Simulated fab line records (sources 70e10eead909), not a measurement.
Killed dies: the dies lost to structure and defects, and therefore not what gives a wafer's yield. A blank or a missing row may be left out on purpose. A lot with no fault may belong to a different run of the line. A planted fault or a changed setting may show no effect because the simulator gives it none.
fab line records	flow nand-harc
record: lots: 12	wafers: 36	last-day: 24
route steps=1159 shown A_STAIRCASE@733 END@1159
lots that met no fault: from a run of the same line without faults
start-h: hours from the record's opening day to when the first of the lot's shown wafers began	wait-h: hours elapsed since this lot's preceding step	" as in the row above	L1.1+2: several wafers, shown together as one row	- no value present, or no start provided	* or withheld: withheld	< > ~ a bound
route shown NAME@n: a module of which the file shows steps, and the number in the route of the first	usual: mean/standard deviation of fault-free wafers	same: alike in all rows	chamber/n: place in a boat	sites: the reading at each site	_std_site: their standard deviation	_edge_site: the outer-site mean with the inner-site mean subtracted	radius-mm: how far each site lies from the wafer's centre	mask NAME#n: copy n	behind: the last tool/chamber to shape the wafer	hold: the reason the lot was held/the length of the hold in hours/how it ended	device: the transistor (n, p or np) that didn't switch	end of line: the route-end tests of the same wafers	for a step that has no rows: nothing shown but its recipe	killed: dies that structure and defects cost at the first sort, which is not the same as the wafer's yield	map: dies across one wafer; x = killed, . = not, _ = none there
set.NAME: the run value of the setting; set.NAME@STEP: its run value at that earlier step	model.NAME: the simulator's own value behind a step, which no gauge read
one table for each step of the route and one row for each wafer, over a sample of lots
services: the hour from which a tool's chamber was out of use, counted from the record's first day as start-h (under 0 if before that day), plus the number of hours and why
== steps ==
step: NHARC_A_STAIRCASE_CMP_450
recipe: target-thk-nm: 200	material: SiO2
usual: edge-zone-pressure-frac: 1.000/0.0051	motor-current-A: 12.1/0.8
lot.wafer	tool	chamber	start-h	wait-h	edge-zone-pressure-frac	motor-current-A
L561.2	cmp-01	0	317.73	-	0.997	11.3
L561.5	"	2	"	"	1.002	12.3
L561.6	"	3	"	"	0.998	12.1
L564.2	cmp-01	1	329.25	-	1.000	11.3
L564.1	"	2	"	"	0.999	12.6
L564.3	"	3	"	"	0.993	12.0
L567.3	cmp-01	3	341.89	-	0.998	12.3
L567.2	"	1	"	"	1.002	12.0
L567.5	"	2	"	"	1.004	12.5
L565.3	cmp-02	2	347.78	-	1.006	11.2
L565.2	"	3	"	"	1.006	11.2
L565.4	"	1	"	"	0.999	11.8
L568.3	cmp-02	3	359.85	-	0.996	11.0
L568.2	"	0	"	"	1.004	13.3
L568.5	"	3	"	"	0.999	11.5
L570.2	cmp-01	0	370.67	-	1.000	11.2
L570.1	"	1	"	"	1.002	11.7
L570.6	"	0	"	"	0.999	11.1
L571.3	cmp-01	0	383.24	-	-	-
L571.2	"	1	"	"	-	-
L571.5	"	3	"	"	-	-
L574.4	cmp-04	1	383.35	-	-	-
L574.6	"	1	"	"	-	-
L574.5	"	2	"	"	-	-
L580.3	cmp-01	3	415.83	-	1.009	12.1
L580.2	"	0	"	"	0.991	12.2
L580.6	"	0	"	"	0.998	12.1
L583.4	cmp-01	0	440.64	-	1.001	11.8
L583.2	"	1	"	"	1.004	12.2
L583.1	"	2	"	"	0.997	12.9
L582.3	cmp-04	3	440.66	-	1.005	11.7
L582.2	"	1	"	"	0.991	13.1
L582.6	"	2	"	"	0.990	11.2
L581.2	cmp-02	0	442.06	-	1.004	13.8
L581.1	"	1	"	"	1.009	12.5
L581.5	"	3	"	"	0.995	11.1
step: NHARC_A_STAIRCASE_ETCHBACK_422
recipe: target-depth-a: 400	over-etch-frac: 0.3	time-s: 74.286	ion-energy-ev: 120	ch3f-flow-sccm: 50	o2-flow-sccm: 30	ar-flow-sccm: 200	rf-w: 500	bias-w: 100	chemistry: CH3F/O2
usual: drypump-motor-current-A: 5.9/0.35	oes-product-au: 0.98/0.035	rf-vpp-V: 244.6/1.8	showerhead-plenum-p-Torr: 2.48/0.11	throttle-valve-pct: 20.664/0.0095
lot.wafer	tool	chamber	start-h	wait-h	drypump-motor-current-A	oes-product-au	rf-hours-counter-h	rf-vpp-V	showerhead-plenum-p-Torr	throttle-valve-pct
L561.2	rie-diel-12	0	318.25	0.2	5.8	0.99	39	246.9	2.64	20.664
L561.5	"	3	"	"	5.5	1.00	-	245.8	2.56	20.647
L561.6	"	0	"	"	5.8	0.99	-	248.1	2.64	20.681
L564.3	rie-diel-05	2	329.87	0.2	6.1	0.98	59	245.9	2.58	20.659
L564.1	"	0	"	"	5.8	1.00	60	245.2	2.49	20.671
L564.2	"	1	"	"	5.9	1.00	57	242.5	2.45	20.661
L567.3	rie-diel-12	1	342.49	0.2	5.9	1.00	48	246.1	2.62	20.684
L567.2	"	0	"	"	5.7	1.00	50	248.1	2.64	20.644
L567.5	"	1	"	"	5.9	1.00	-	246.8	2.62	20.663
L565.2	rie-diel-02	0	348.33	0.2	5.7	1.00	6	243.0	2.31	20.661
L565.3	"	2	"	"	5.3	0.98	7	243.6	2.42	20.661
L565.4	"	3	"	"	6.4	0.99	7	243.8	2.30	20.674
L568.3	rie-diel-12	2	360.40	0.2	5.8	0.92	47	245.1	2.48	20.671
L568.2	"	3	"	"	5.5	0.92	58	245.3	2.55	20.676
L568.5	"	0	"	"	5.8	0.92	-	247.1	2.64	20.678
L570.2	rie-diel-05	3	371.22	0.1	6.6	1.00	9	244.0	2.44	20.678
L570.1	"	0	"	"	5.8	1.00	8	243.8	2.49	20.663
L570.6	"	1	"	"	6.0	1.01	-	243.7	2.45	20.660
L571.3	rie-diel-05	2	383.76	0.1	6.2	1.00	10	246.0	2.57	20.670
L571.2	"	3	"	"	6.6	1.00	15	245.1	2.44	20.663
L571.5	"	1	"	"	5.9	1.02	-	243.9	2.44	20.666
L574.4	rie-diel-05	1	383.90	0.1	5.9	1.01	12	243.5	2.44	20.679
L574.6	"	0	"	"	5.8	1.01	-	245.3	2.49	20.652
L574.5	"	1	"	"	6.0	1.01	-	244.5	2.44	20.654
L580.3	rie-diel-05	3	416.36	0.1	6.6	1.01	28	243.4	2.43	20.664
L580.2	"	0	"	"	5.8	1.00	26	243.1	2.48	20.663
L580.6	"	2	"	"	6.2	1.00	-	246.8	2.57	20.670
L583.4	rie-diel-02	0	441.17	0.1	5.7	0.92	43	240.9	2.29	20.672
L583.2	"	2	"	"	5.3	0.92	46	244.3	2.40	20.648
L583.1	"	3	"	"	6.4	0.91	46	241.7	2.28	20.681
L582.3	rie-diel-12	0	441.21	0.2	5.8	0.92	21	245.9	2.63	20.670
L582.2	"	1	"	"	5.9	0.93	20	246.6	2.60	20.662
L582.6	"	3	"	"	5.5	0.93	-	245.3	2.54	20.655
L581.1	rie-diel-12	2	442.57	0.1	5.8	0.92	19	244.9	2.47	20.672
L581.2	"	0	"	"	5.8	0.93	21	245.8	2.63	20.662
L581.5	"	2	"	"	5.8	0.92	-	244.0	2.47	20.665
step: NHARC_A_STAIRCASE_ETCHBACK_157
recipe: target-depth-a: 900	over-etch-frac: 0.3	time-s: 167.14	ion-energy-ev: 120	ch3f-flow-sccm: 50	o2-flow-sccm: 30	ar-flow-sccm: 200	rf-w: 500	bias-w: 100	chemistry: CH3F/O2
usual: drypump-motor-current-A: 5.9/0.35	oes-product-au: 0.98/0.032	rf-vpp-V: 244.6/1.6	showerhead-plenum-p-Torr: 2.48/0.11	throttle-valve-pct: 20.663/0.0093
lot.wafer	tool	chamber	start-h	wait-h	drypump-motor-current-A	oes-product-au	rf-hours-counter-h	rf-vpp-V	showerhead-plenum-p-Torr	throttle-valve-pct
L561.2	rie-diel-05	2	318.60	0.2	6.1	0.91	55	245.4	2.58	20.662
L561.6	"	2	"	"	6.1	0.92	-	245.2	2.58	20.668
L561.5	"	3	"	"	6.6	0.92	-	243.8	2.45	20.661
L564.3	rie-diel-05	0	330.27	0.2	5.8	0.99	60	244.9	2.49	20.661
L564.1	"	1	"	"	5.9	1.01	57	244.3	2.45	20.657
L564.2	"	3	"	"	6.6	1.00	54	245.5	2.44	20.675
L567.2	rie-diel-12	1	342.89	0.2	5.9	1.00	48	247.0	2.62	20.655
L567.3	"	3	"	"	5.5	1.01	49	245.5	2.55	20.664
L567.5	"	0	"	"	5.8	0.98	-	246.6	2.64	20.670
L565.3	rie-diel-02	1	348.75	0.2	6.3	1.01	4	241.7	2.30	20.663
L565.2	"	2	"	"	5.3	1.00	7	243.7	2.42	20.678
L565.4	"	3	"	"	6.4	1.00	7	241.7	2.30	20.648
L568.2	rie-diel-12	0	360.75	0.2	5.8	0.96	58	246.3	2.64	20.681
L568.3	"	2	"	"	5.8	0.95	47	244.1	2.48	20.662
L568.5	"	0	"	"	5.8	0.96	-	248.2	2.64	20.676
L570.1	rie-diel-05	1	371.62	0.2	5.9	1.00	8	245.3	2.45	20.653
L570.2	"	3	"	"	6.7	1.00	9	244.5	2.44	20.670
L570.6	"	0	"	"	5.8	0.98	-	243.3	2.49	20.663
L571.3	rie-diel-05	0	384.13	0.2	5.8	0.99	14	244.7	2.49	20.666
L571.2	"	1	"	"	5.9	1.00	12	243.7	2.44	20.669
L571.5	"	0	"	"	5.9	0.99	-	245.5	2.49	20.649
L574.4	rie-diel-02	1	384.31	0.2	6.3	1.00	17	241.9	2.29	20.676
L574.6	"	2	"	"	5.3	0.99	-	242.1	2.41	20.663
L574.5	"	3	"	"	6.4	1.01	-	240.9	2.29	20.665
L580.3	rie-diel-12	0	416.80	0.2	5.8	1.01	12	246.3	2.63	20.676
L580.2	"	1	"	"	5.9	1.00	11	246.3	2.61	20.661
L580.6	"	3	"	"	5.5	1.01	-	246.1	2.54	20.658
L583.4	rie-diel-02	2	441.53	0.2	5.3	0.96	46	244.3	2.40	20.661
L583.2	"	3	"	"	6.4	0.95	46	241.8	2.28	20.655
L583.1	"	0	"	"	5.7	0.96	43	242.0	2.29	20.661
L582.2	rie-diel-05	1	441.57	0.1	5.9	0.92	33	244.4	2.44	20.671
L582.3	"	3	"	"	6.6	0.93	39	243.4	2.43	20.670
L582.6	"	1	"	"	5.9	0.94	-	244.6	2.44	20.675
L581.1	rie-diel-02	2	442.93	0.2	5.3	0.99	47	244.4	2.40	20.672
L581.2	"	0	"	"	5.7	1.00	44	242.6	2.29	20.638
L581.5	"	3	"	"	6.4	0.99	-	241.2	2.28	20.675
step: NHARC_A_STAIRCASE_CMP_472
recipe: material: SiO2
usual: edge-zone-pressure-frac: 1.001/0.0042	motor-current-A: 12.2/0.88
lot.wafer	tool	chamber	start-h	wait-h	edge-zone-pressure-frac	motor-current-A
L561.2	cmp-04	0	319.24	0.3	0.994	13.1
L561.6	"	1	"	"	1.000	13.4
L561.5	"	2	"	"	1.009	11.0
L564.1	cmp-01	2	331.04	0.2	1.001	12.1
L564.3	"	3	"	"	0.995	11.9
L564.2	"	0	"	"	1.000	11.4
L567.2	cmp-04	1	343.52	0.2	1.000	13.7
L567.3	"	3	"	"	0.998	12.3
L567.5	"	1	"	"	1.001	12.6
L565.4	cmp-04	2	349.36	0.1	1.000	12.1
L565.2	"	3	"	"	1.006	12.0
L565.3	"	1	"	"	1.007	12.7
L568.2	cmp-01	1	361.30	0.2	1.001	11.8
L568.3	"	2	"	"	1.007	11.8
L568.5	"	0	"	"	1.003	11.6
L570.2	cmp-04	0	372.19	0.2	0.989	12.5
L570.1	"	2	"	"	1.000	10.8
L570.6	"	1	"	"	0.996	13.4
L571.3	cmp-02	3	384.67	0.2	1.000	12.2
L571.2	"	1	"	"	1.003	12.3
L571.5	"	0	"	"	1.000	13.9
L574.4	cmp-01	3	384.84	0.2	1.004	11.9
L574.6	"	3	"	"	1.004	11.7
L574.5	"	0	"	"	1.009	11.5
L580.2	cmp-01	0	419.18	0.3	0.999	11.3
L580.3	"	1	"	"	1.005	11.2
L580.6	"	3	"	"	0.999	11.7
L583.2	cmp-04	3	442.12	0.2	1.000	12.5
L583.4	"	1	"	"	0.998	13.1
L583.1	"	2	"	"	0.991	11.0
L582.3	cmp-04	0	442.30	0.3	0.998	12.8
L582.2	"	1	"	"	0.998	13.6
L582.6	"	0	"	"	0.999	12.4
L581.1	cmp-04	3	443.58	0.3	0.991	12.2
L581.2	"	1	"	"	1.004	13.5
L581.5	"	0	"	"	1.005	12.2
step: NHARC_END_SORT_01
recipe: temp-c: 25
usual: killed-at-array: 29/12	killed-at-other: 0.7/1	killed-at-periphery: 4/3.2	killed-dies: 34/12	killed-open: 3.4/2	killed-short: 1.8/1.3
same: gross-dies: 677
lot.wafer	tool	chamber	start-h	wait-h	killed-at-array	killed-at-other	killed-at-periphery	killed-dies	killed-open	killed-short
L571.2	prober-02	0	506.01	2.8	671	1	5	677	1	0
L571.3	prober-02	0	506.80	3.1	673	0	4	677	1	2
L571.5	prober-02	0	508.39	3.7	672	0	5	677	0	2
L574.4	prober-01	0	507.43	3.4	674	1	2	677	5	0
L574.5	prober-01	0	508.22	3.7	674	1	2	677	4	2
L574.6	prober-01	0	509.01	3.9	675	0	2	677	2	3
killed by level:class
L571.2 A_STAIRCASE:area-cmp=619 A_CHANNEL_HOLE_D1:chamber-film-flake=21 A_SLIT:chamber-film-flake=15 A_CONTACT:chamber-film-flake=7 A_M0:chamber-film-flake=5 P_BONDPAD:chamber-film-flake=3 A_STAIRCASE:chamber-film-flake=3 P_M1:chamber-film-flake=2
L571.3 A_STAIRCASE:area-cmp=616 A_SLIT:chamber-film-flake=22 A_CHANNEL_HOLE_D1:chamber-film-flake=21 A_STAIRCASE:chamber-film-flake=9 A_M0:chamber-film-flake=2 P_M0:geometric-particle:open=1 P_M0:geometric-particle:short=1 A_WL_FILL:geometric-particle:short=1
L574.4 A_STAIRCASE:area-cmp=652 A_SLIT:chamber-film-flake=9 A_CHANNEL_HOLE_D1:chamber-film-flake=5 A_STAIRCASE:chamber-film-flake=3 P_CONTACT:geometric-particle:open=1 P_M2:geometric-particle:open=1 A_ONON_D1:geometric-particle:open=1 A_CHANNEL_FILL_D1:geometric-particle:open=1
L574.5 A_STAIRCASE:area-cmp=643 A_SLIT:chamber-film-flake=14 A_CHANNEL_HOLE_D1:chamber-film-flake=7 A_CONTACT:chamber-film-flake=3 A_STAIRCASE:chamber-film-flake=2 P_M2:geometric-particle:open=1 A_ONON_D1:geometric-particle:open=1 A_STAIRCASE:geometric-particle:open=1
L571.5 A_STAIRCASE:area-cmp=612 A_CHANNEL_HOLE_D1:chamber-film-flake=20 A_SLIT:chamber-film-flake=16 A_STAIRCASE:chamber-film-flake=12 A_M0:chamber-film-flake=6 A_CONTACT:chamber-film-flake=5 P_BONDPAD:chamber-film-flake=3 P_M0:geometric-particle:short=1
L574.6 A_STAIRCASE:area-cmp=643 A_SLIT:chamber-film-flake=14 A_CHANNEL_HOLE_D1:chamber-film-flake=6 A_STAIRCASE:chamber-film-flake=4 A_CONTACT:chamber-film-flake=3 P_GATE:geometric-particle:short=1 P_CONTACT:geometric-particle:short=1 A_WL_FILL:geometric-particle:short=1
== services ==
tool	chamber	start-h	hours	kind
rie-diel-05	0	295.23	-	clean
rie-diel-05	1	295.23	-	clean
rie-diel-05	2	295.23	-	clean
rie-diel-05	3	295.23	-	clean
cmp-01	-	300.44	0.3	repair
cmp-04	-	301.81	4.0	pm
rie-diel-05	0	319.75	-	clean
cmp-01	-	324.13	4.5	repair
cmp-02	-	324.50	4.0	pm
rie-diel-02	-	328.07	9.0	pm
rie-diel-12	2	339.80	17.4	repair
rie-diel-05	-	340.66	9.0	pm
cmp-04	-	345.53	3.7	repair
cmp-01	-	349.29	0.6	repair
cmp-02	-	355.37	2.7	repair
rie-diel-05	2	360.06	14.7	repair
cmp-02	-	375.41	0.3	repair
cmp-01	-	375.59	4.0	pm
rie-diel-12	-	379.51	9.0	pm
cmp-01	-	379.59	-	consumable-replace:conditioner
cmp-01	-	379.59	-	consumable-replace:pad
cmp-04	-	399.81	4.0	pm
cmp-02	-	422.50	4.0	pm
cmp-04	-	432.19	0.6	repair
== key ==
first-sign: step: NHARC_A_STAIRCASE_CMP_450	reading: tool-record	direction: missing
effect: step: NHARC_END_SORT_01	reading: killed-dies	direction: up	sigmas: 55	usual: 34	struck: 677
more-kills-born-at: NHARC_A_STAIRCASE_CMP_450@cmp-04: 1938	NHARC_A_STAIRCASE_CMP_450@cmp-01: 1847
met-at NHARC_A_STAIRCASE_CMP_450
struck-lots L571,L574
later-rows-left-out L571.2,L571.3,L571.5,L574.4,L574.5,L574.6
tester-left-out L571,L574
not-acting-at NHARC_A_STAIRCASE_ETCHBACK_422,NHARC_A_STAIRCASE_ETCHBACK_157,NHARC_A_STAIRCASE_CMP_472
onset-between 370.67 383.24
fault: kind: skipped-step-whole	tool: cmp-01,cmp-04	chamber: -	onset-h: 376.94	steps: NHARC_A_STAIRCASE_CMP_450	scope: struck-lots-only
tester-left-out: of these lots the tester's yield and bins aren't shown, on N5 and GAA mostly nor the transistor test; their killed dies are dies lost to structure and defects alone, not to doping, threshold or leakage, so they don't give the yield
later-rows-left-out: the simulator's readings of these wafers behind a module that went badly wrong aren't trusted and aren't shown, but for the sort
